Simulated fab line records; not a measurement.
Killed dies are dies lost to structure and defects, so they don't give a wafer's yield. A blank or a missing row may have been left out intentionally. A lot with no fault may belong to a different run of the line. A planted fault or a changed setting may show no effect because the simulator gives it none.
fab line records	flow nand-harc
record lots=13	wafers=37	last-day=33
route steps=1302 shown A_CONTACT@1088 END@1302
lots untouched by any fault: they come from a run of this same line in which no faults occurred
start-h: hours from the record's first day to the start of the lot's first wafer shown	wait-h: hours elapsed since this lot's preceding step	" unchanged from the row above	L1.1+2: a single row standing in for several wafers	- no value, or no start given	* or withheld: withheld	< > ~ a bound
route shown NAME@n: names a module that has steps shown in the file, with the first one's number in the route	usual: mean/standard deviation of fault-free wafers	same: alike in all rows	chamber/n: place in a boat	sites: per-site readings	_std_site: their standard deviation	_edge_site: inner sites' mean taken away from outer sites' mean	radius-mm: how far each site lies from the wafer's centre	mask NAME#n: copy n	behind: tool/chamber where the wafer was last shaped	hold: why the lot was held/for how many hours/how that ended	device: which transistor (n, p or np) failed to switch	end of line: the tests these same wafers got at the end of their route	a step without rows: its recipe alone	killed: dies that structure and defects cost at the first sort, which is not the same as the wafer's yield	map: dies across one wafer; x = killed, . = not, _ = none there
set.NAME: the setting the step ran with; set.NAME@STEP: the setting that earlier step ran with	model.NAME: the simulator's own value behind a step, which no gauge read
a sample of lots followed through the steps of the route, with each step as a table and each wafer as a row
services: a tool's chamber out of use, with start hour (start-h, from the record's first day; less than 0 if before it), hours out, and reason
## steps
# step NHARC_A_CONTACT_ETCH_136
# recipe source-w=withheld	pressure-mtorr=20	bias-v=1200	time-s=311	target-depth-a=19120	ar-flow-sccm=withheld	c4f8-flow-sccm=withheld	o2-flow-sccm=withheld	chemistry=C4F8/O2/Ar
lot.wafer	tool	chamber	start-h	wait-h	rf-hours-counter-h
L589.1	har-cap-etch-01	1	514.51	0.2	0
L589.2	"	0	"	"	0
L589.6	"	1	"	"	-
L591.1	har-cap-etch-02	1	527.50	0.2	92
L591.2	"	0	"	"	92
L591.6	"	1	"	"	-
L590.2	har-cap-etch-03	1	529.09	0.2	48
L590.1	"	0	"	"	48
L590.3	"	0	"	"	-
L592.2	har-cap-etch-03	1	542.08	0.2	49
L592.3	"	1	"	"	-
L592.6	"	0	"	"	-
L595.2	har-cap-etch-02	1	577.01	0.2	100
L595.4	"	1	"	"	-
L595.3	"	0	"	"	-
L599.2	har-cap-etch-01	0	634.14	0.2	22
L599.6	"	0	"	"	-
L599.5	"	1	"	"	-
L601.1	har-cap-etch-03	0	635.53	0.2	62
L601.4	"	0	"	"	-
L601.6	"	0	"	"	-
L600.3	har-cap-etch-03	1	642.90	0.2	-
L600.4	"	0	"	"	-
L600.5	"	0	"	"	-
L603.2	har-cap-etch-02	1	655.63	0.2	114
L603.6	"	1	"	"	-
L603.5	"	0	"	"	-
L602.3	har-cap-etch-03	1	659.25	0.2	-
L602.6	"	0	"	"	-
L605.1	har-cap-etch-02	1	673.04	0.2	118
L605.3	"	0	"	"	-
L605.4	"	1	"	"	-
L604.2	har-cap-etch-01	0	677.58	0.2	34
L604.5	"	0	"	"	-
L610.2	har-cap-etch-03	1	730.32	0.3	79
L610.3	"	1	"	"	-
L610.6	"	0	"	"	-
# step NHARC_A_CONTACT_ETCH_98
# recipe target-depth-a=200	over-etch-frac=0.5	time-s=10	ion-energy-ev=250	c4f6-flow-sccm=25	o2-flow-sccm=20	ar-flow-sccm=500	rf-w=600	bias-w=500	chemistry=C4F6/O2
# usual c4f6-flow-sccm=25.00/0.072	drypump-motor-current-A=5.9/0.35	oes-product-au=0.959/0.024	rf-vpp-V=546.7/2.2	showerhead-plenum-p-Torr=3.91/0.1	throttle-valve-pct=26.902/0.0096
lot.wafer	tool	chamber	start-h	wait-h	c4f6-flow-sccm	drypump-motor-current-A	oes-product-au	rf-hours-counter-h	rf-vpp-V	showerhead-plenum-p-Torr	throttle-valve-pct
L589.1	rie-diel-10	3	516.04	-	24.90	6.2	0.950	29	544.9	3.84	26.907
L589.2	"	1	"	"	25.01	5.0	0.952	30	548.1	3.96	26.903
L589.6	"	2	"	"	24.89	5.8	0.968	-	545.4	3.85	26.891
L591.2	rie-diel-09	0	529.02	-	25.08	6.0	1.021	9	545.1	3.86	26.904
L591.1	"	1	"	"	24.98	6.3	0.988	2	544.2	3.82	26.911
L591.6	"	3	"	"	25.06	5.9	0.979	-	546.2	3.90	26.910
L590.2	rie-diel-09	0	530.60	-	25.00	6.0	0.948	9	545.4	3.86	26.905
L590.3	"	1	"	"	24.96	6.3	0.998	2	544.1	3.82	26.902
L590.1	"	2	"	"	25.00	6.2	0.958	9	542.0	3.69	26.904
L592.2	rie-diel-11	1	543.55	-	24.98	6.0	0.951	15	548.2	3.98	26.892
L592.3	"	3	"	"	24.90	6.2	0.951	16	550.4	4.10	26.911
L592.6	"	0	"	"	24.99	5.8	0.938	-	544.4	3.85	26.901
L595.2	rie-diel-11	1	578.69	0.1	24.94	6.0	0.933	23	548.0	3.98	26.909
L595.3	"	2	"	"	25.05	5.3	0.953	19	548.6	4.00	26.909
L595.4	"	2	"	"	25.04	5.4	0.956	-	548.5	4.00	26.893
L599.2	rie-diel-09	0	635.74	0.2	25.06	6.1	0.974	51	544.6	3.83	26.908
L599.5	"	1	"	"	25.07	6.2	0.960	-	543.1	3.80	26.914
L599.6	"	3	"	"	25.02	5.9	0.939	-	546.2	3.88	26.892
L601.1	rie-diel-10	3	637.04	-	24.84	6.3	0.925	7	544.5	3.82	26.887
L601.4	"	1	"	"	25.09	5.0	0.938	9	545.7	3.93	26.891
L601.6	"	0	"	"	25.09	5.7	0.932	-	544.6	3.80	26.887
L600.3	rie-diel-11	0	644.31	-	25.06	5.8	0.949	4	544.3	3.84	26.905
L600.4	"	3	"	"	24.98	6.2	0.946	5	550.8	4.09	26.902
L600.5	"	1	"	"	24.90	6.0	0.928	-	548.0	3.97	26.912
L603.2	rie-diel-11	2	657.14	-	24.88	5.4	0.950	8	548.0	3.99	26.894
L603.5	"	3	"	"	24.91	6.3	0.943	-	550.8	4.09	26.896
L603.6	"	0	"	"	25.12	5.8	0.954	-	546.2	3.84	26.882
L602.3	rie-diel-11	3	660.63	-	24.96	6.2	0.766	8	549.7	4.09	26.889
L602.6	"	3	"	"	24.93	6.3	0.959	-	549.9	4.09	26.924
L605.4	rie-diel-11	0	674.52	-	25.00	5.8	0.963	10	546.6	3.83	26.902
L605.3	"	2	"	"	24.94	5.4	0.746	13	548.7	3.99	26.894
L605.1	"	3	"	"	25.05	6.3	0.941	12	549.9	4.08	26.899
L604.2	rie-diel-11	1	679.07	0.1	25.07	6.0	0.792	11	548.6	3.97	26.898
L604.5	"	0	"	"	25.00	5.8	1.011	-	543.5	3.83	26.901
L610.3	rie-diel-11	0	732.19	-	24.99	5.8	0.999	20	544.5	3.83	26.895
L610.2	"	2	"	"	24.97	5.4	0.989	23	548.1	3.98	26.905
L610.6	"	3	"	"	24.98	6.3	1.012	-	549.7	4.08	26.909
# step NHARC_A_CONTACT_ETCH_110
# recipe target-depth-a=600	overetch-a=60	time-s=33	ion-energy-ev=100	cf4-flow-sccm=80	o2-flow-sccm=20	ar-flow-sccm=0	rf-w=300	bias-w=100	chemistry=CF4/O2
# usual drypump-motor-current-A=5.8/0.36	oes-product-au=0.998/0.012	rf-vpp-V=197.8/1.1	showerhead-plenum-p-Torr=1.33/0.039	throttle-valve-pct=13.398/0.0097
lot.wafer	tool	chamber	start-h	wait-h	drypump-motor-current-A	oes-product-au	rf-hours-counter-h	rf-vpp-V	showerhead-plenum-p-Torr	throttle-valve-pct
L589.2	rie-diel-11	0	516.43	0.1	5.8	0.994	11	196.0	1.31	13.395
L589.1	"	1	"	"	6.0	1.006	10	198.0	1.36	13.398
L589.6	"	2	"	"	5.4	0.998	-	197.5	1.36	13.386
L591.2	rie-diel-10	2	529.40	0.0	5.7	0.991	28	198.0	1.31	13.405
L591.1	"	0	"	"	5.8	0.991	34	196.5	1.29	13.406
L591.6	"	2	"	"	5.7	0.993	-	198.3	1.31	13.420
L590.1	rie-diel-09	0	530.99	0.1	6.0	1.026	9	197.8	1.31	13.394
L590.2	"	1	"	"	6.2	0.997	2	196.5	1.30	13.395
L590.3	"	2	"	"	6.2	1.017	9	195.8	1.25	13.402
L592.3	rie-diel-09	0	543.92	0.0	6.0	1.033	13	196.4	1.31	13.394
L592.2	"	3	"	"	5.9	0.981	12	197.9	1.33	13.394
L592.6	"	0	"	"	6.0	1.027	-	197.4	1.31	13.400
L595.2	rie-diel-11	1	579.10	0.1	6.0	0.995	23	197.2	1.35	13.412
L595.3	"	2	"	"	5.3	1.012	19	197.9	1.36	13.392
L595.4	"	2	"	"	5.3	1.007	-	198.2	1.36	13.391
L599.2	rie-diel-10	1	636.19	0.1	5.0	0.998	9	197.5	1.34	13.387
L599.6	"	1	"	"	5.0	0.978	-	199.0	1.34	13.399
L599.5	"	2	"	"	5.7	0.973	-	197.4	1.30	13.396
L601.1	rie-diel-11	0	637.41	0.1	5.8	1.004	3	197.0	1.30	13.397
L601.4	"	2	"	"	5.4	1.000	5	199.5	1.36	13.401
L601.6	"	1	"	"	6.0	0.979	-	199.7	1.35	13.399
L600.3	rie-diel-10	1	644.69	0.1	5.0	0.987	11	197.1	1.34	13.397
L600.4	"	2	"	"	5.7	0.969	11	196.3	1.30	13.413
L600.5	"	0	"	"	5.7	0.990	-	197.6	1.29	13.403
L603.2	rie-diel-09	0	657.57	0.1	6.1	1.022	62	195.6	1.30	13.393
L603.6	"	0	"	"	6.0	1.022	-	195.5	1.30	13.403
L603.5	"	1	"	"	6.2	0.996	-	197.3	1.29	13.403
L602.3	rie-diel-10	0	661.01	0.1	5.8	0.996	13	196.1	1.29	13.393
L602.6	"	2	"	"	5.7	0.987	-	195.4	1.30	13.392
L605.3	rie-diel-11	3	674.92	0.1	6.2	0.985	12	199.3	1.39	13.396
L605.1	"	0	"	"	5.8	1.004	10	197.7	1.30	13.403
L605.4	"	1	"	"	6.0	0.993	10	198.4	1.35	13.394
L604.2	rie-diel-11	2	679.49	0.1	5.3	0.989	13	197.3	1.36	13.405
L604.5	"	1	"	"	6.0	1.002	-	197.7	1.35	13.408
L610.3	rie-diel-11	2	732.57	0.1	5.4	0.987	23	197.8	1.36	13.399
L610.2	"	3	"	"	6.2	1.004	21	198.7	1.39	13.384
L610.6	"	1	"	"	6.0	0.996	-	199.8	1.35	13.392
# step NHARC_A_CONTACT_ALD_18
# recipe target-thk-a=30	pulse-time-s=1	ald-cycles=150	temp-c=450	material=TiN
# usual heater-power-w=1088/120	precursor-pulse-height-rel=0.999/0.021
lot.wafer	tool	chamber	start-h	wait-h	heater-power-w	precursor-pulse-height-rel
L589.2	ald-metal-03	1	517.08	-	891	0.991
L589.1	"	2	"	"	1093	1.016
L589.6	"	2	"	"	1088	0.984
L591.1	ald-metal-03	2	530.07	-	1069	1.004
L591.2	"	3	"	"	1009	1.000
L591.6	"	1	"	"	885	1.021
L590.2	ald-metal-04	1	531.65	-	1044	1.022
L590.1	"	3	"	"	1192	0.960
L590.3	"	0	"	"	1264	0.994
L592.2	ald-metal-01	2	544.61	-	983	0.986
L592.3	"	3	"	"	1186	1.029
L592.6	"	1	"	"	1078	0.958
L595.3	ald-metal-03	2	579.81	-	1014	1.008
L595.2	"	0	"	"	1012	1.019
L595.4	"	3	"	"	1092	0.991
L599.2	ald-metal-04	0	636.83	-	1252	1.001
L599.5	"	0	"	"	1275	0.998
L599.6	"	1	"	"	1041	1.012
L601.4	ald-metal-03	1	638.06	-	907	0.974
L601.1	"	0	"	"	1017	0.992
L601.6	"	2	"	"	1036	1.008
L600.4	ald-metal-04	1	645.33	-	1036	1.003
L600.3	"	3	"	"	1213	0.984
L600.5	"	1	"	"	1012	0.973
L603.2	ald-metal-01	0	658.43	-	924	0.988
L603.5	"	1	"	"	1153	0.980
L603.6	"	2	"	"	971	0.991
L602.3	ald-metal-03	0	661.71	-	1038	1.030
L602.6	"	2	"	"	1045	1.041
L605.1	ald-metal-04	3	675.56	-	1198	0.990
L605.4	"	0	"	"	1258	1.027
L605.3	"	1	"	"	1048	1.000
L604.2	ald-metal-04	0	680.25	-	1249	0.986
L604.5	"	1	"	"	1021	1.033
L610.2	ald-metal-01	2	733.20	-	948	1.006
L610.3	"	1	"	"	1105	1.015
L610.6	"	2	"	"	947	0.929
# step NHARC_END_SORT_01
# recipe temp-c=25
# usual killed-at-array=61/26	killed-at-other=0.8/1.1	killed-at-periphery=4.0/2.6	killed-dies=66/26	killed-open=3.1/1.7	killed-short=2.5/1.5
# same gross-dies=677
lot.wafer	tool	chamber	start-h	wait-h	killed-at-array	killed-at-other	killed-at-periphery	killed-dies	killed-open	killed-short
L599.2	prober-02	0	690.82	2.8	68	3	3	74	2	5
L599.5	prober-02	0	693.29	3.8	69	2	3	74	2	1
L599.6	prober-02	0	694.11	4.1	75	0	7	82	2	1
L605.1	prober-01	0	720.06	2.5	31	4	1	36	1	3
L605.3	prober-01	0	721.64	3.1	412	1	7	420	0	4
L605.4	prober-01	0	722.44	3.4	28	1	2	31	1	6
# killed by level:class
L599.2 A_SLIT:chamber-film-flake=27 A_CHANNEL_HOLE_D2:chamber-film-flake=15 A_CONTACT:chamber-film-flake=9 A_CHANNEL_HOLE_D1:chamber-film-flake=8 THIN_TSV:chamber-film-flake=3 A_CHANNEL_FILL_D2:geometric-particle:short=2 P_GATE:chamber-film-flake=2 A_WL_FILL:chamber-film-flake=2
L599.5 A_SLIT:chamber-film-flake=29 A_CHANNEL_HOLE_D2:chamber-film-flake=20 A_CONTACT:chamber-film-flake=12 A_CHANNEL_HOLE_D1:chamber-film-flake=4 P_GATE:chamber-film-flake=2 THIN_TSV:chamber-film-flake=2 P_GATE:geometric-particle:open=1 A_CHANNEL_FILL_D1:geometric-particle:open=1
L599.6 A_SLIT:chamber-film-flake=36 A_CHANNEL_HOLE_D2:chamber-film-flake=17 A_CONTACT:chamber-film-flake=10 P_GATE:chamber-film-flake=6 A_CHANNEL_HOLE_D1:chamber-film-flake=4 A_STAIRCASE:chamber-film-flake=2 A_ONON_D2:geometric-particle:short=1 A_CHANNEL_HOLE_D2:geometric-particle:open=1
L605.1 A_CHANNEL_HOLE_D1:chamber-film-flake=12 A_SLIT:chamber-film-flake=5 A_CONTACT:chamber-film-flake=5 A_STAIRCASE:chamber-film-flake=4 THIN_TSV:chamber-film-flake=3 A_CHANNEL_FILL_D1:geometric-particle:short=2 A_CHANNEL_FILL_D2:geometric-particle:open=1 A_WL_FILL:geometric-particle:short=1
L605.3 A_CONTACT:area-etch=380 A_CHANNEL_HOLE_D1:chamber-film-flake=17 A_ZERO_WELL:chamber-film-flake=3 A_SGD_CUT:chamber-film-flake=3 A_CHANNEL_FILL_D2:geometric-particle:short=2 P_BONDPAD:chamber-film-flake=2 A_STAIRCASE:chamber-film-flake=2 A_SLIT:chamber-film-flake=2
L605.4 A_CHANNEL_HOLE_D1:chamber-film-flake=9 A_SLIT:chamber-film-flake=4 A_CONTACT:chamber-film-flake=4 A_CHANNEL_FILL_D2:geometric-particle:short=2 A_M0:geometric-particle:short=2 P_GATE:chamber-film-flake=2 A_STAIRCASE:chamber-film-flake=2 A_SGD_CUT:chamber-film-flake=2
## services
tool	chamber	start-h	hours	kind
rie-diel-11	2	496.57	14.7	repair
rie-diel-09	-	498.74	9.0	pm
ald-metal-01	3	508.46	4.6	repair
ald-metal-04	2	517.73	42.5	repair
ald-metal-01	-	526.00	10.0	pm
har-cap-etch-02	-	549.52	0.3	repair
rie-diel-10	0	550.22	6.0	repair
rie-diel-10	-	557.67	0.4	repair
rie-diel-09	0	562.55	2.1	repair
ald-metal-03	-	568.01	10.0	pm
rie-diel-11	3	588.91	4.8	repair
har-cap-etch-02	-	591.24	2.4	repair
rie-diel-10	-	597.58	9.0	pm
rie-diel-11	-	610.20	9.0	pm
rie-diel-09	2	621.33	18.6	repair
rie-diel-11	3	624.81	5.4	repair
ald-metal-04	-	652.00	10.0	pm
rie-diel-09	2	667.18	14.5	repair
rie-diel-10	0	667.40	3.6	repair
rie-diel-09	-	675.97	9.0	pm
rie-diel-11	3	677.12	8.5	repair
rie-diel-10	0	687.19	22.5	repair
rie-diel-09	2	690.94	9.2	repair
rie-diel-09	1	706.54	6.6	repair
## key
first-sign step=NHARC_A_CONTACT_ETCH_98	reading=oes-product-au	direction=down	sigmas=8	usual=0.959	struck=0.768
effect step=NHARC_END_SORT_01	reading=killed-dies	direction=up	sigmas=14	usual=66	struck=420
more-kills-born-at NHARC_A_CONTACT_ETCH_98@rie-diel-11=380
met-at NHARC_A_CONTACT_ETCH_98
struck-lots L602,L604,L605
struck-wafers L602.3,L604.2,L605.3
later-rows-left-out L602.3,L605.3
sort-left-out L602.3,L604.2
tester-left-out L602,L604,L605
not-acting-at NHARC_A_CONTACT_ETCH_136,NHARC_A_CONTACT_ETCH_110,NHARC_A_CONTACT_ALD_18
onset-between 657.14 660.63
fault kind=process-parameter-drift	tool=rie-diel-11	chamber=-	onset-h=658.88	steps=NHARC_A_CONTACT_ETCH_98	channel=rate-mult	offset=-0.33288	shape=step	end-h=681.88	scope=struck-wafers-only
# tester-left-out: of these lots the tester's yield and bins aren't shown, on N5 and GAA mostly nor the transistor test; their killed dies are dies lost to structure and defects alone, not to doping, threshold or leakage, so they don't give the yield
# sort-left-out: the simulated sort isn't trusted on such a fault, so these wafers' sort isn't shown, and their yield isn't known
# later-rows-left-out: the simulator's readings of these wafers behind a module that went badly wrong aren't trusted and aren't shown, but for the sort
